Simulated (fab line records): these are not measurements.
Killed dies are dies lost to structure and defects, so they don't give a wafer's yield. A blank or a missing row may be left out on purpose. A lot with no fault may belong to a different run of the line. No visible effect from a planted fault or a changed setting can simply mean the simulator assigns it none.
fab line records	flow n5_finfet
record lots=9	wafers=24	last_day=17
route steps=1938 shown STI_FIN_REVEAL@189 DUMMY_GATE@236 BEOL_M4@1111 PASSIVATION@1936
lots that met no fault: from a run of the same line without faults
start_h: hours from the record's first day to the start of the lot's first wafer shown	wait_h: how many hours have passed since the lot's step before this one	" unchanged from the row above	L1.1+2: one row covering several wafers at once	- no value, or no start was given	* or withheld: withheld	< > ~ a bound
route shown NAME@n: NAME is a module with steps in the file, n the number in the route of the first one	usual: mean/standard deviation of fault-free wafers	same: alike in all rows	chamber/n: place in a boat	sites: per-site readings	_std_site: standard deviation of those values	_edge_site: outer sites' mean less inner sites'	radius_mm: how far each site lies from the wafer's centre	mask NAME#n: copy n	behind: tool/chamber where the wafer was last shaped	hold: what put the lot on hold/how long, in hours/how the hold closed	device: transistor that didn't switch, given as n, p or np	end of line: at the end of the route, the tests of the same wafers	where a step has no rows: the recipe by itself	killed: not the wafer's yield, but the dies lost to structure and defects at the first sort	map: a wafer's dies, marking killed ones x, the rest . and places with no die _
set.NAME: the setting as run; set.NAME@STEP: as run at that earlier step	model.NAME: the simulator's own value behind a step, which no gauge read
one table for each step of the route and one row for each wafer, over a sample of lots
services: the hour from which a tool's chamber was out of use, counted from the record's first day as start_h (under 0 if before that day), plus the number of hours and why
## steps
# step N5_STI_FIN_REVEAL_DENSIFY_30
# recipe temp_c=*	time_s=*	ambient=N2	idle_temp_c=600	ramp_up_c_per_s=150	ramp_down_c_per_s=60	cool_to_c=600
# usual lamp_power_pct=11.53/0.053	lamp_zone_5_pct=11.533/0.018	wafer_temp_C_max=*
lot.wafer	tool	chamber	start_h	wait_h	lamp_power_pct	lamp_zone_5_pct	wafer_temp_C_max
L569.1	rtp_anneal-02	0	81.79	0.1	11.53	11.513	*
L569.3	"	0	"	"	11.57	11.526	*
L569.4	"	0	"	"	11.46	11.548	*
L570.4	rtp_anneal-01	0	87.35	0.1	11.60	11.546	*
L570.5	"	0	"	"	11.61	11.539	*
L570.6	"	0	"	"	11.53	11.525	*
L571.2	rtp_anneal-01	0	95.30	0.1	11.57	11.510	*
L571.4	"	0	"	"	11.56	11.528	*
L571.5	"	0	"	"	11.54	11.543	*
L576.3	rtp_anneal-01	0	122.96	0.1	11.43	11.527	*
L576.4	"	0	"	"	11.55	11.559	*
L576.5	"	0	"	"	11.49	11.523	*
L578.1	rtp_anneal-02	0	135.82	0.0	11.53	11.548	*
L578.2	"	0	"	"	11.58	11.528	*
L578.4	"	0	"	"	11.61	11.498	*
L579.3	rtp_anneal-01	0	141.63	0.1	11.48	11.556	*
L579.4	"	0	"	"	11.57	11.571	*
L580.3	rtp_anneal-01	0	146.45	0.1	11.53	11.551	*
L580.4	"	0	"	"	11.53	11.526	*
L580.5	"	0	"	"	11.56	11.488	*
L582.4	rtp_anneal-02	0	159.09	0.1	11.52	11.537	*
L582.6	"	0	"	"	11.53	11.521	*
L583.3	rtp_anneal-02	0	165.28	0.1	11.48	11.517	*
L583.6	"	0	"	"	11.57	11.553	*
# step N5_STI_FIN_REVEAL_CD_MEAS_22
# recipe target_cd_nm=6.238	pitch_nm=28	polarity=line
# usual cd_nm=6.25/0.28
lot.wafer	tool	chamber	start_h	wait_h	cd_nm
L569.1	cd_sem-03	-	85.40	0.0	5.93
L569.3	"	-	"	"	5.54
L569.4	"	-	"	"	5.94
L570.4	cd_sem-01	-	90.49	0.0	6.16
L570.5	"	-	"	"	5.97
L570.6	"	-	"	"	6.63
L571.2	cd_sem-03	-	98.45	0.0	6.53
L571.4	"	-	"	"	6.18
L571.5	"	-	"	"	6.66
L576.3	cd_sem-03	-	126.64	0.0	6.53
L576.4	"	-	"	"	6.39
L576.5	"	-	"	"	5.90
L578.1	cd_sem-02	-	139.53	0.0	6.36
L578.2	"	-	"	"	6.43
L578.4	"	-	"	"	6.51
L579.3	cd_sem-01	-	145.24	0.0	6.32
L579.4	"	-	"	"	6.17
L580.3	cd_sem-01	-	149.58	0.0	6.46
L580.4	"	-	"	"	6.45
L580.5	"	-	"	"	6.54
L582.4	cd_sem-01	-	162.19	0.0	6.25
L582.6	"	-	"	"	5.99
L583.3	cd_sem-03	-	168.38	0.0	5.91
L583.6	"	-	"	"	6.54
# step N5_DUMMY_GATE_ETCH_36
# recipe chemistry=CF4	target=SiARC	target_depth_a=130	pressure_mtorr=40	source_w=545	bias_w=36	Ar_flow_sccm=100	cf4_flow_sccm=100	ion_energy_ev=80
# usual bias_w=36.00/0.11	cf4_flow_sccm=100.1/0.31	drypump_motor_current_A=5.9/0.51	mfc_ar_sccm=100.00/0.28	oes_product_au=0.79/0.071	rf_vpp_V=184.5/1.2	showerhead_plenum_p_Torr=2.17/0.062	throttle_valve_pct=15.60/0.24
lot.wafer	tool	chamber	start_h	wait_h	bias_w	cf4_flow_sccm	drypump_motor_current_A	mfc_ar_sccm	oes_product_au	rf_hours_counter_h	rf_vpp_V	showerhead_plenum_p_Torr	throttle_valve_pct
L569.1	rie_diel-04	0	94.46	0.0	-	-	-	-	-	-	-	-	-
L569.3	"	1	"	"	-	-	-	-	-	-	-	-	-
L569.4	"	3	"	"	-	-	-	-	-	-	-	-	-
L570.4	rie_diel-04	3	99.79	0.0	-	-	-	-	-	-	-	-	-
L570.5	"	0	"	"	-	-	-	-	-	-	-	-	-
L570.6	"	1	"	"	-	-	-	-	-	-	-	-	-
L571.2	rie_diel-04	0	107.48	0.0	-	-	-	-	-	-	-	-	-
L571.4	"	3	"	"	-	-	-	-	-	-	-	-	-
L571.5	"	2	"	"	-	-	-	-	-	-	-	-	-
L576.3	rie_diel-04	0	136.14	0.0	35.98	99.8	6.5	99.87	0.71	216	186.1	2.20	15.79
L576.4	"	2	"	"	36.04	99.9	6.5	99.43	0.75	123	183.3	2.08	15.92
L576.5	"	2	"	"	36.02	99.6	6.5	99.66	0.77	-	184.1	2.08	15.92
L578.1	rie_diel-04	1	150.19	0.0	36.03	100.1	5.6	100.17	0.80	104	187.0	2.16	15.51
L578.2	"	2	"	"	35.81	99.9	6.5	100.35	0.76	127	183.3	2.08	15.96
L578.4	"	0	"	"	36.09	99.9	6.5	100.32	0.70	220	184.4	2.20	15.79
L579.3	rie_diel-04	3	154.08	0.0	35.92	100.0	5.3	100.07	0.68	235	184.0	2.20	15.61
L579.4	"	0	"	"	36.10	99.8	6.5	99.85	0.70	222	184.2	2.20	15.79
L580.3	rie_diel-04	1	158.54	0.0	35.90	100.6	5.6	99.56	0.79	107	185.6	2.15	15.54
L580.4	"	2	"	"	35.97	100.3	6.4	100.08	0.76	130	183.5	2.08	15.97
L580.5	"	1	"	"	35.85	100.1	5.6	100.33	0.78	-	184.2	2.15	15.52
L582.4	rie_diel-04	3	171.30	0.0	35.88	100.1	5.4	100.07	0.69	241	183.8	2.20	15.62
L582.6	"	2	"	"	36.12	100.0	6.5	99.97	0.75	-	182.1	2.07	15.96
L583.3	rie_diel-04	3	179.07	0.0	36.04	100.1	5.4	99.75	0.69	242	184.3	2.20	15.62
L583.6	"	3	"	"	36.07	100.0	5.4	99.73	0.68	-	183.3	2.20	15.63
# step N5_DUMMY_GATE_ETCH_37
# recipe chemistry=N2/H2	target=SOC	target_depth_a=600	overetch_a=300	temp_c=40	ion_energy_ev=200	pressure_mtorr=30	source_w=840	bias_w=150	n2_flow_sccm=200	h2_flow_sccm=200
# usual bias_w=150.0/0.44	chamber_pressure_mTorr=29.999/0.029	drypump_motor_current_A=5.9/0.51	h2_flow_sccm=200.0/0.56	oes_product_au=0.62/0.05	rf_vpp_V=524.7/2.2	showerhead_plenum_p_Torr=2.58/0.081	throttle_valve_pct=17.87/0.23
lot.wafer	tool	chamber	start_h	wait_h	bias_w	chamber_pressure_mTorr	drypump_motor_current_A	h2_flow_sccm	oes_product_au	rf_hours_counter_h	rf_vpp_V	showerhead_plenum_p_Torr	throttle_valve_pct
L569.1	rie_diel-04	0	94.50	0.0	149.8	30.007	6.5	200.9	0.28	205	526.4	2.64	18.03
L569.3	"	1	"	"	150.2	29.943	5.6	199.3	0.30	89	523.7	2.58	17.89
L569.4	"	3	"	"	149.8	30.006	5.4	200.3	0.27	218	526.0	2.62	17.74
L570.4	rie_diel-04	3	99.83	0.0	150.7	29.992	5.3	200.6	0.27	219	525.1	2.62	17.75
L570.5	"	0	"	"	150.1	29.994	6.5	201.0	0.27	-	525.3	2.64	18.03
L570.6	"	1	"	"	149.7	30.013	5.6	199.4	0.29	-	523.6	2.58	17.90
L571.2	rie_diel-04	0	107.52	0.0	150.0	29.986	6.5	199.4	0.27	209	525.8	2.64	18.01
L571.4	"	3	"	"	149.8	30.019	5.4	199.2	0.27	221	526.5	2.62	17.74
L571.5	"	2	"	"	150.2	29.962	6.5	199.9	0.29	-	522.1	2.46	18.04
L576.3	rie_diel-04	0	136.18	0.0	149.3	29.993	6.5	199.3	0.56	216	525.0	2.64	18.07
L576.4	"	2	"	"	150.1	30.009	6.5	199.8	0.60	123	522.1	2.45	18.11
L576.5	"	2	"	"	150.5	29.993	6.5	200.2	0.60	-	520.3	2.45	18.09
L578.1	rie_diel-04	1	150.23	0.0	150.3	29.976	5.6	200.2	0.62	104	524.9	2.58	17.97
L578.2	"	2	"	"	149.7	29.950	6.5	200.1	0.60	127	521.9	2.45	18.12
L578.4	"	0	"	"	150.3	30.044	6.5	200.2	0.56	220	527.3	2.63	18.08
L579.3	rie_diel-04	3	154.12	0.0	150.9	30.002	5.4	200.6	0.55	235	526.2	2.61	17.82
L579.4	"	0	"	"	149.6	30.024	6.5	200.7	0.56	222	525.8	2.63	18.10
L580.3	rie_diel-04	1	158.58	0.0	149.8	29.977	5.6	199.7	0.62	107	524.8	2.58	17.98
L580.4	"	2	"	"	149.3	29.982	6.4	199.9	0.60	130	522.3	2.45	18.11
L580.5	"	1	"	"	149.6	29.998	5.6	200.1	0.63	-	522.0	2.58	17.97
L582.4	rie_diel-04	3	171.34	0.0	150.1	30.027	5.4	199.6	0.55	241	526.2	2.61	17.81
L582.6	"	2	"	"	150.0	30.010	6.5	198.8	0.59	-	523.1	2.45	18.13
L583.3	rie_diel-04	3	179.11	0.0	149.2	29.952	5.4	199.4	0.55	242	527.0	2.61	17.82
L583.6	"	3	"	"	150.0	30.048	5.4	200.0	0.55	-	526.4	2.61	17.83
# step N5_DUMMY_GATE_TRIM_49
# recipe chemistry=O2	resist=SOC	time_s=29	target_cd_nm=14	source_power_w=300	bias_power_w=0	O2_flow_sccm=100	temp_c=20
# usual drypump_motor_current_A=5.5/0.38	oes_product_au=0.998/0.013	throttle_valve_pct=8.16/0.16
lot.wafer	tool	chamber	start_h	wait_h	drypump_motor_current_A	oes_product_au	rf_hours_counter_h	throttle_valve_pct
L569.1	rie_si-05	0	94.58	0.0	5.0	0.994	86	8.15
L569.3	"	2	"	"	5.2	0.990	44	8.01
L569.4	"	1	"	"	6.2	1.014	94	8.41
L570.4	rie_si-05	2	99.91	0.0	5.2	0.990	45	8.02
L570.5	"	0	"	"	5.0	0.974	-	8.15
L570.6	"	3	"	"	5.6	0.989	-	8.13
L571.2	rie_si-05	1	107.60	0.0	6.2	1.014	95	8.41
L571.4	"	2	"	"	5.2	0.986	45	8.03
L571.5	"	3	"	"	5.6	0.998	-	8.12
L576.3	rie_si-03	3	136.26	0.0	5.5	0.990	150	8.47
L576.4	"	1	"	"	5.3	0.995	123	8.13
L576.5	"	3	"	"	5.5	0.985	-	8.45
L578.1	rie_si-05	0	150.31	0.0	5.0	0.989	87	8.12
L578.2	"	1	"	"	6.3	1.010	95	8.41
L578.4	"	3	"	"	5.7	0.994	6	8.11
L579.3	rie_si-05	2	154.20	0.0	5.2	0.989	46	8.01
L579.4	"	0	"	"	5.0	0.980	87	8.15
L580.3	rie_si-01	2	158.66	0.0	6.0	0.999	2	8.15
L580.4	"	3	"	"	5.1	1.005	6	8.03
L580.5	"	2	"	"	6.0	0.998	-	8.17
L582.4	rie_si-01	0	171.42	0.0	5.7	0.990	81	8.05
L582.6	"	3	"	"	5.1	1.006	-	8.02
L583.3	rie_si-01	1	179.19	0.0	5.8	1.019	185	8.21
L583.6	"	2	"	"	6.0	0.988	-	8.16
# step N5_DUMMY_GATE_CD_MEAS_50
# recipe target_cd_nm=14
# usual cd_nm=14.0/0.35
lot.wafer	tool	chamber	start_h	wait_h	cd_nm
L569.1	cd_sem-02	-	94.73	0.0	-
L569.3	"	-	"	"	-
L569.4	"	-	"	"	-
L570.4	cd_sem-02	-	100.07	0.0	-
L570.5	"	-	"	"	-
L570.6	"	-	"	"	-
L571.2	cd_sem-02	-	107.90	0.0	-
L571.4	"	-	"	"	-
L571.5	"	-	"	"	-
L576.3	cd_sem-01	-	136.52	0.0	14.0
L576.4	"	-	"	"	14.1
L576.5	"	-	"	"	14.1
L578.1	cd_sem-02	-	150.46	0.0	14.5
L578.2	"	-	"	"	14.6
L578.4	"	-	"	"	14.1
L579.3	cd_sem-01	-	154.36	0.0	13.6
L579.4	"	-	"	"	13.5
L580.3	cd_sem-03	-	158.81	0.0	14.6
L580.4	"	-	"	"	14.0
L580.5	"	-	"	"	13.9
L582.4	cd_sem-01	-	171.57	0.0	14.3
L582.6	"	-	"	"	14.2
L583.3	cd_sem-02	-	179.34	0.0	14.4
L583.6	"	-	"	"	14.1
# step N5_BEOL_M4_RC_MEAS_101
# usual DIBL_N=36.3/1.6	DIBL_P=36.2/2	IOFF_N=0.160/0.028	IOFF_P=0.21/0.036	ION_N=677/11	ION_P=465/6.9	SS_N=71.5/0.55	SS_P=73.3/0.64	VT_N=250/3	VT_P=-250/3.5
lot.wafer	tool	chamber	start_h	wait_h	DIBL_N[mV/V]	DIBL_P[mV/V]	IOFF_N[nA/um]	IOFF_P[nA/um]	ION_N[uA/um]	ION_P[uA/um]	SS_N[mV/dec]	SS_P[mV/dec]	VT_N[mV]	VT_P[mV]
L576.3	prober-01	0	275.85	0.3	39.2	41.0	0.242	0.30	688	471	72.4	74.4	243	-245
L576.4	"	0	"	"	36.6	37.4	0.177	0.23	682	470	72.3	73.9	247	-248
L576.5	"	0	"	"	36.7	37.9	0.181	0.24	679	469	72.8	73.5	247	-246
L578.1	prober-02	0	276.75	0.0	34.3	35.0	0.128	0.18	662	465	71.2	72.5	253	-251
L578.2	"	0	"	"	33.1	34.0	0.112	0.17	660	458	71.3	72.6	255	-252
L578.4	"	0	"	"	35.6	37.1	0.155	0.21	689	472	71.4	73.0	249	-252
L580.3	prober-02	0	280.67	0.3	35.7	34.2	0.147	0.22	666	458	71.0	72.6	250	-248
L580.4	"	0	"	"	38.5	38.1	0.206	0.27	692	471	72.0	74.1	245	-246
L580.5	"	0	"	"	37.5	35.7	0.178	0.23	697	476	71.6	73.1	249	-250
L579.3	prober-01	0	280.76	0.3	36.1	36.7	0.142	0.19	666	457	71.4	73.5	254	-251
L579.4	"	0	"	"	34.9	35.5	0.133	0.18	673	463	71.2	72.8	252	-251
L582.4	prober-02	0	300.57	0.5	34.3	34.8	0.135	0.20	665	463	71.1	73.0	251	-249
L582.6	"	0	"	"	34.5	34.4	0.128	0.18	665	462	70.9	73.1	253	-252
L583.3	prober-01	0	306.05	0.3	36.7	35.4	0.172	0.21	682	463	71.5	73.3	247	-250
L583.6	"	0	"	"	35.5	34.4	0.151	0.20	684	465	71.0	73.7	246	-248
# step N5_PASSIVATION_PROBE_49
# usual defect_limited_yield=91.2/1.5	killed_at_M0_to_M3=36/10	killed_at_M4_up=13/6	killed_at_contacts=11/5.2	killed_at_front_end=40/11	killed_at_other=3.1/2.9	killed_dies=104/17	killed_on_rim=14/3.6	killed_open=66/12	killed_short=34/7.7	sort_bin_5_function=5.1/0.91	sort_bin_6_memory=3.2/0.67	sort_n_pass=1076/17	sort_yield_pct=91.2/1.5
# same gross_dies=1180	killed_at_back_side=0	sort_bin_4_leakage[%]=0	sort_bin_8_speed[%]=0
lot.wafer	tool	chamber	start_h	wait_h	defect_limited_yield[%]	killed_at_M0_to_M3	killed_at_M4_up	killed_at_contacts	killed_at_front_end	killed_at_other	killed_dies	killed_on_rim	killed_open	killed_short	sort_bin_5_function[%]	sort_bin_6_memory[%]	sort_n_pass	sort_yield_pct[%]
L569.1	prober-02	-	327.20	0.1	0	38	15	11	1112	4	1180	152	64	38	96.3	3.4	0	0
L569.3	prober-02	-	327.30	0.2	0	37	9	5	1127	2	1180	152	56	35	96.6	3.1	0	0
L569.4	prober-02	-	327.35	0.3	0	40	10	6	1124	0	1180	152	63	19	97.5	2.5	0	0
L571.2	prober-02	-	340.00	0.1	0	48	9	7	1116	0	1180	152	75	35	97.2	2.6	0	0
L571.4	prober-02	-	340.10	0.2	0	46	7	13	1114	0	1180	152	68	33	96.7	3.1	0	0
L571.5	prober-02	-	340.15	0.2	0	41	4	7	1124	4	1180	152	58	28	96.9	2.9	0	0
L570.4	prober-02	-	348.82	0.2	0	42	8	8	1121	1	1180	152	60	50	96.6	2.9	0	0
L570.5	prober-02	-	348.87	0.2	0	48	15	15	1096	6	1180	152	67	41	96.0	3.7	0	0
L570.6	prober-02	-	348.92	0.3	0	52	18	9	1096	5	1180	152	77	32	96.3	3.5	0	0
# killed by level:class
L569.1 DUMMY_GATE:area_etch=1078 STI_FIN_REVEAL:geometric_particle:open=16 BEOL_M0_SAQP:geometric_particle:short=13 MOL_CONTACT_COAG:geometric_particle:open=10 BEOL_M0_SAQP:geometric_particle:open=8 BEOL_M1:geometric_particle:open=8 BEOL_M4:geometric_particle:open=5 BEOL_M1:geometric_particle:short=4
L569.3 DUMMY_GATE:area_etch=1089 BEOL_M0_SAQP:geometric_particle:open=12 ILD0:geometric_particle:open=9 BEOL_M1:geometric_particle:open=9 BEOL_M0_SAQP:geometric_particle:short=8 DUMMY_GATE:geometric_particle:open=5 ILD0:geometric_particle:short=5 BEOL_M4:geometric_particle:open=5
L569.4 DUMMY_GATE:area_etch=1097 BEOL_M0_SAQP:geometric_particle:open=15 STI_FIN_REVEAL:geometric_particle:open=13 BEOL_M1:geometric_particle:open=6 MOL_CONTACT_COAG:geometric_particle:open=5 BEOL_M0_SAQP:geometric_particle:short=5 BEOL_M4:geometric_particle:open=5 BEOL_M2:geometric_particle:open=4
L571.2 DUMMY_GATE:area_etch=1066 DUMMY_GATE:geometric_particle:open=10 BEOL_M0_SAQP:geometric_particle:open=10 GATE_CUT:geometric_particle:short=10 BEOL_M0_SAQP:geometric_particle:short=10 BEOL_M1:geometric_particle:open=10 BEOL_M3:geometric_particle:open=9 STI_FIN_REVEAL:geometric_particle:open=7
L571.4 DUMMY_GATE:area_etch=1076 BEOL_M0_SAQP:geometric_particle:open=12 MOL_CONTACT_COAG:geometric_particle:open=9 DUMMY_GATE:geometric_particle:open=8 STI_FIN_REVEAL:geometric_particle:open=7 BEOL_M0_SAQP:geometric_particle:short=7 BEOL_M2:geometric_particle:open=6 GATE_CUT:geometric_particle:short=5
L571.5 DUMMY_GATE:area_etch=1094 BEOL_M1:geometric_particle:open=10 BEOL_M2:geometric_particle:open=8 BEOL_M0_SAQP:geometric_particle:open=7 MOL_CONTACT_COAG:geometric_particle:open=6 STI_FIN_REVEAL:geometric_particle:open=5 DUMMY_GATE:geometric_particle:open=5 GATE_CUT:geometric_particle:short=5
L570.4 DUMMY_GATE:area_etch=1069 FIN_SAQP:geometric_particle:short=17 FIN_SAQP:geometric_particle:open=14 BEOL_M0_SAQP:geometric_particle:short=14 BEOL_M0_SAQP:geometric_particle:open=9 BEOL_M2:geometric_particle:open=7 MOL_CONTACT_COAG:geometric_particle:open=7 STARTING-WAFER:geometric_particle:short=6
L570.5 DUMMY_GATE:area_etch=1068 BEOL_M0_SAQP:geometric_particle:short=18 MOL_CONTACT_COAG:geometric_particle:open=14 BEOL_M0_SAQP:geometric_particle:open=13 BEOL_M3:geometric_particle:open=8 FIN_SAQP:geometric_particle:short=7 BEOL_M1:geometric_particle:open=7 FIN_SAQP:geometric_particle:open=4
L570.6 DUMMY_GATE:area_etch=1071 BEOL_M0_SAQP:geometric_particle:open=16 BEOL_M0_SAQP:geometric_particle:short=14 BEOL_M3:geometric_particle:open=10 BEOL_M4:geometric_particle:open=10 FIN_SAQP:geometric_particle:open=7 MOL_CONTACT_COAG:geometric_particle:open=6 STI_FIN_REVEAL:geometric_particle:open=5
## services
tool	chamber	start_h	hours	kind
rtp_anneal-01	-	98.07	3.4	pm
## key
first_sign step=N5_DUMMY_GATE_ETCH_36	reading=tool_record	direction=missing
effect step=N5_DUMMY_GATE_ETCH_37	reading=oes_product_au	direction=down	sigmas=6.8	usual=0.62	struck=0.28
effect step=N5_DUMMY_GATE_CD_MEAS_50	reading=cd_nm	direction=missing
effect step=N5_PASSIVATION_PROBE_49	reading=sort_bin_5_function	direction=up	sigmas=99+	usual=5.1	struck=96.7
more_kills_born_at N5_DUMMY_GATE_ETCH_36@rie_diel-04=9708
met_at N5_DUMMY_GATE_ETCH_36
struck_lots L569,L570,L571
later_rows_left_out L569.1,L569.3,L569.4,L570.4,L570.5,L570.6,L571.2,L571.4,L571.5
not_acting_at N5_STI_FIN_REVEAL_DENSIFY_30,N5_STI_FIN_REVEAL_CD_MEAS_22,N5_DUMMY_GATE_TRIM_49
fault kind=skipped_step_whole	tool=rie_diel-04	chamber=-	onset_h=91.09	steps=N5_DUMMY_GATE_ETCH_36	scope=struck_lots_only
# later_rows_left_out: the simulator's readings of these wafers behind a module that went badly wrong aren't trusted and aren't shown, but for the sort
